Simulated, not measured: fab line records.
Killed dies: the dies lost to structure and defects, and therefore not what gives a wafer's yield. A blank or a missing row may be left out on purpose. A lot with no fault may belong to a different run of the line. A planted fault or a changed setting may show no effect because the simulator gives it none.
Which tool was responsible? :: flow n5-finfet :: 10 lots with 30 wafers sampled at 6 steps, on a route of 1938 steps

WHAT THE GAUGES SHOWED, per wafer
N5_BEOL_M8_RS_MEAS_57: measurement is done with a four-point probe. Usual: M8_RS 0.285 ohm/sq, standard deviation 0.01.
lot: L559
measured: day 9 13:23
on: film-metro-01
M8_RS (ohm/sq): 0.270 0.285 0.290
flag: 

lot: L560
measured: day 10 04:33
on: film-metro-02
M8_RS (ohm/sq): 0.292 0.272 0.277
flag: 

lot: L561
measured: day 10 11:36
on: film-metro-01
M8_RS (ohm/sq): 0.291 0.271 0.294
flag: 

lot: L564
measured: day 10 19:15
on: film-metro-01
M8_RS (ohm/sq): 0.294 0.279 0.270
flag: 

lot: L565
measured: day 11 07:44
on: film-metro-02
M8_RS (ohm/sq): 0.288 0.293 0.290
flag: 

lot: L568
measured: day 11 21:08
on: film-metro-02
M8_RS (ohm/sq): 0.286 0.296 0.280
flag: 

lot: L569
measured: day 12 18:38
on: film-metro-01
M8_RS (ohm/sq): 0.282 0.297 0.294
flag: 

lot: L573
measured: day 12 18:55
on: film-metro-01
M8_RS (ohm/sq): 0.284 0.290 0.273
flag: 

lot: L581
measured: day 15 04:32
on: film-metro-02
M8_RS (ohm/sq): 0.288 0.285 0.291
flag: 

lot: L580
measured: day 15 04:21
on: film-metro-02
M8_RS (ohm/sq): 0.288 0.289 0.299
flag: 

N5_BEOL_M8_INSPECT_58: inspects for defects (darkfield). Usual: raw-defect-count at 71, with a standard deviation of 24.
lot: L559
measured: day 9 13:25
on: defect-inspect-01
raw-defect-count: 28 101 39
flag: 

lot: L560
measured: day 10 04:34
on: defect-inspect-02
raw-defect-count: 62 45 56
flag: 

lot: L561
measured: day 10 11:37
on: defect-inspect-02
raw-defect-count: 110 71 70
flag: 

lot: L564
measured: day 10 19:16
on: defect-inspect-02
raw-defect-count: 97 124 42
flag: 

lot: L565
measured: day 11 07:46
on: defect-inspect-01
raw-defect-count: 109 43 89
flag: 

lot: L568
measured: day 11 21:10
on: defect-inspect-01
raw-defect-count: 110 103 75
flag: 

lot: L569
measured: day 12 18:40
on: defect-inspect-01
raw-defect-count: 108 75 113
flag: 

lot: L573
measured: day 12 18:56
on: defect-inspect-02
raw-defect-count: 74 105 61
flag: 

lot: L581
measured: day 15 04:33
on: defect-inspect-01
raw-defect-count: 1235 1332 1326
flag: OFF

lot: L580
measured: day 15 04:23
on: defect-inspect-01
raw-defect-count: 1282 1282 1243
flag: OFF

N5_BEOL_M9_INSPECT_13: inspects for defects (brightfield). Usual: raw-defect-count at 420, with a standard deviation of 78.
lot: L559
measured: day 9 15:00
on: defect-inspect-02
raw-defect-count: 403 445 435
flag: 

lot: L560
measured: day 10 09:49
on: defect-inspect-02
raw-defect-count: 319 338 385
flag: 

lot: L561
measured: day 10 13:24
on: defect-inspect-01
raw-defect-count: 518 352 604
flag: 

lot: L564
measured: day 10 21:52
on: defect-inspect-02
raw-defect-count: 511 602 504
flag: 

lot: L565
measured: day 11 09:17
on: defect-inspect-02
raw-defect-count: 382 264 430
flag: 

lot: L568
measured: day 11 22:19
on: defect-inspect-02
raw-defect-count: 505 451 564
flag: 

lot: L569
measured: day 12 20:40
on: defect-inspect-02
raw-defect-count: 357 436 472
flag: 

lot: L573
measured: day 12 23:12
on: defect-inspect-02
raw-defect-count: 409 585 384
flag: 

lot: L581
measured: day 15 09:04
on: defect-inspect-02
raw-defect-count: 1530 1646 1579
flag: OFF

lot: L580
measured: day 15 08:55
on: defect-inspect-01
raw-defect-count: 1791 1656 1583
flag: OFF

EACH LOT AND THE TOOL THAT RAN IT (in order: tool; ch and the chambers of the sampled wafers; start)
lot: L559
N5_BEOL_M8_STRIP_80: rie-diel-04 ch 0,2,3, day 9 11:13 or earlier
N5_BEOL_M8_DEGAS_44: pvd-sputter-02, day 9 11:13
N5_BEOL_M8_PRE_CLEAN_55: pecvd-01 ch 0,1, day 9 13:16

lot: L560
N5_BEOL_M8_STRIP_80: rie-diel-04 ch 0,1,3, day 10 01:19 or earlier
N5_BEOL_M8_DEGAS_44: pvd-sputter-03, day 10 01:19
N5_BEOL_M8_PRE_CLEAN_55: pecvd-01 ch 0,1, day 10 04:25

lot: L561
N5_BEOL_M8_STRIP_80: rie-diel-04 ch 2,3, day 10 09:41 or earlier
N5_BEOL_M8_DEGAS_44: pvd-sputter-03, day 10 09:41
N5_BEOL_M8_PRE_CLEAN_55: pecvd-03 ch 0,1,2, day 10 11:31

lot: L564
N5_BEOL_M8_STRIP_80: rie-diel-04 ch 1,2,3, day 10 17:19 or earlier
N5_BEOL_M8_DEGAS_44: pvd-sputter-03, day 10 17:19
N5_BEOL_M8_PRE_CLEAN_55: pecvd-01 ch 0,1, day 10 19:09

lot: L565
N5_BEOL_M8_STRIP_80: rie-diel-02 ch 1,2, day 11 05:58 or earlier
N5_BEOL_M8_DEGAS_44: pvd-sputter-01, day 11 05:58
N5_BEOL_M8_PRE_CLEAN_55: pecvd-03 ch 0,2, day 11 07:38

lot: L568
N5_BEOL_M8_STRIP_80: rie-diel-04 ch 0,1,2, day 11 17:29 or earlier
N5_BEOL_M8_DEGAS_44: pvd-sputter-03, day 11 17:29
N5_BEOL_M8_PRE_CLEAN_55: pecvd-01 ch 0,1,2, day 11 21:02

lot: L569
N5_BEOL_M8_STRIP_80: rie-diel-04 ch 0,1,2, day 12 16:59 or earlier
N5_BEOL_M8_DEGAS_44: pvd-sputter-03, day 12 16:59
N5_BEOL_M8_PRE_CLEAN_55: pecvd-01 ch 0,2, day 12 18:32

lot: L573
N5_BEOL_M8_STRIP_80: rie-diel-02 ch 1,2,3, day 12 17:18 or earlier
N5_BEOL_M8_DEGAS_44: pvd-sputter-02, day 12 17:18
N5_BEOL_M8_PRE_CLEAN_55: pecvd-01 ch 0,1,2, day 12 18:49

lot: L581
N5_BEOL_M8_STRIP_80: rie-diel-02 ch 1,2, day 15 02:59 or earlier
N5_BEOL_M8_DEGAS_44: pvd-sputter-01, day 15 02:59
N5_BEOL_M8_PRE_CLEAN_55: pecvd-01 ch 0,2, day 15 04:24

lot: L580
N5_BEOL_M8_STRIP_80: rie-diel-04 ch 0,1,2, day 15 02:37 or earlier
N5_BEOL_M8_DEGAS_44: pvd-sputter-02, day 15 02:37
N5_BEOL_M8_PRE_CLEAN_55: pecvd-01 ch 0,2, day 15 04:14
- N5_BEOL_M8_STRIP_80: strips in N2/H2, time 10 s.
- N5_BEOL_M8_DEGAS_44: time 60 s.
- N5_BEOL_M8_PRE_CLEAN_55: time 15 s.

WHAT THE TOOLS THEMSELVES READ (means of the sampled wafers that have a number; where no wafer has one, the mark that the record gives instead)
N5_BEOL_M8_STRIP_80. Usual: chamber-pressure-mTorr 20.000 mTorr, standard deviation 0.019; drypump-motor-current-A 5.6 A, standard deviation 0.41; oes-product-au 0.76 a.u., standard deviation 0.08; rf-vpp-V 59.0 V, standard deviation 0.88; showerhead-plenum-p-Torr 2.50 Torr, standard deviation 0.083; throttle-valve-pct 23.7 %, standard deviation 0.5.
lot: L559
tool: rie-diel-04
chamber-pressure-mTorr (mTorr): 20.015
drypump-motor-current-A (A): 5.9
oes-product-au (a.u.): 0.73
rf-vpp-V (V): 59.5
showerhead-plenum-p-Torr (Torr): 2.50
throttle-valve-pct (%): 23.3
flag: 

lot: L560
tool: rie-diel-04
chamber-pressure-mTorr (mTorr): 19.992
drypump-motor-current-A (A): 5.6
oes-product-au (a.u.): 0.74
rf-vpp-V (V): 59.0
showerhead-plenum-p-Torr (Torr): 2.49
throttle-valve-pct (%): 23.7
flag: 

lot: L561
tool: rie-diel-04
chamber-pressure-mTorr (mTorr): 20.006
drypump-motor-current-A (A): 5.8
oes-product-au (a.u.): 0.72
rf-vpp-V (V): 60.1
showerhead-plenum-p-Torr (Torr): 2.46
throttle-valve-pct (%): 23.2
flag: 

lot: L564
tool: rie-diel-04
chamber-pressure-mTorr (mTorr): 19.999
drypump-motor-current-A (A): 5.5
oes-product-au (a.u.): 0.73
rf-vpp-V (V): 58.2
showerhead-plenum-p-Torr (Torr): 2.44
throttle-valve-pct (%): 23.6
flag: 

lot: L565
tool: rie-diel-02
chamber-pressure-mTorr (mTorr): 19.998
drypump-motor-current-A (A): 5.1
oes-product-au (a.u.): 0.71
rf-vpp-V (V): 59.4
showerhead-plenum-p-Torr (Torr): 2.55
throttle-valve-pct (%): 23.5
flag: 

lot: L568
tool: rie-diel-04
chamber-pressure-mTorr (mTorr): 20.002
drypump-motor-current-A (A): 5.7
oes-product-au (a.u.): 0.72
rf-vpp-V (V): 58.3
showerhead-plenum-p-Torr (Torr): 2.51
throttle-valve-pct (%): 23.8
flag: 

lot: L569
tool: rie-diel-04
chamber-pressure-mTorr (mTorr): 20.028
drypump-motor-current-A (A): 5.8
oes-product-au (a.u.): 0.71
rf-vpp-V (V): 59.7
showerhead-plenum-p-Torr (Torr): 2.51
throttle-valve-pct (%): 23.8
flag: 

lot: L573
tool: rie-diel-02
chamber-pressure-mTorr (mTorr): 20.013
drypump-motor-current-A (A): 5.2
oes-product-au (a.u.): 0.73
rf-vpp-V (V): 58.8
showerhead-plenum-p-Torr (Torr): 2.50
throttle-valve-pct (%): 23.7
flag: 

lot: L581
tool: rie-diel-02
chamber-pressure-mTorr (mTorr): 19.985
drypump-motor-current-A (A): 5.1
oes-product-au (a.u.): 0.80
rf-vpp-V (V): 58.9
showerhead-plenum-p-Torr (Torr): 2.64
throttle-valve-pct (%): 23.5
flag: 

lot: L580
tool: rie-diel-04
chamber-pressure-mTorr (mTorr): 20.005
drypump-motor-current-A (A): 5.7
oes-product-au (a.u.): 0.87
rf-vpp-V (V): 59.7
showerhead-plenum-p-Torr (Torr): 2.50
throttle-valve-pct (%): 23.7
flag: 

N5_BEOL_M8_DEGAS_44. Usual: heater-power-w at 326 W, with a standard deviation of 33.
lot: L559
tool: pvd-sputter-02
heater-power-w (W): 327
flag: 

lot: L560
tool: pvd-sputter-03
heater-power-w (W): 311
flag: 

lot: L561
tool: pvd-sputter-03
heater-power-w (W): 332
flag: 

lot: L564
tool: pvd-sputter-03
heater-power-w (W): 328
flag: 

lot: L565
tool: pvd-sputter-01
heater-power-w (W): 342
flag: 

lot: L568
tool: pvd-sputter-03
heater-power-w (W): 323
flag: 

lot: L569
tool: pvd-sputter-03
heater-power-w (W): 353
flag: 

lot: L573
tool: pvd-sputter-02
heater-power-w (W): 317
flag: 

lot: L581
tool: pvd-sputter-01
heater-power-w (W): 349
flag: 

lot: L580
tool: pvd-sputter-02
heater-power-w (W): 315
flag: 

THE ANSWER, worked out from the rows above alone
Rule: a lot counts as off when the mean over its wafers that have a number is more than 3 standard deviations away from the usual mean. A lot without any number at a reading at which 4 lots or more have one is off too. The other lots that the step has rows for count as sound. First the gauges in route order, then the tools' own readings, where a lot's mean is used as printed above. The first step at which some lot is off is used, and at that step the reading that is off furthest; a lot without a number counts as furthest.
Off: L581, L580 (N5_BEOL_M8_INSPECT_58, raw-defect-count).
A tool fits if, at a process step before that reading, it ran every lot that is off, and no sound lot after the first of them. Those tools and the gauges at N5_BEOL_M8_INSPECT_58 are tried in the same way. Because N5_BEOL_M8_STRIP_80 lacks a start for some lots, the hours and order of its lots are taken from N5_BEOL_M8_DEGAS_44. Can't be told from this: 2 tools fit, pecvd-01 at N5_BEOL_M8_PRE_CLEAN_55, defect-inspect-01 at N5_BEOL_M8_INSPECT_58.

WHAT THE SIMULATOR PUT IN
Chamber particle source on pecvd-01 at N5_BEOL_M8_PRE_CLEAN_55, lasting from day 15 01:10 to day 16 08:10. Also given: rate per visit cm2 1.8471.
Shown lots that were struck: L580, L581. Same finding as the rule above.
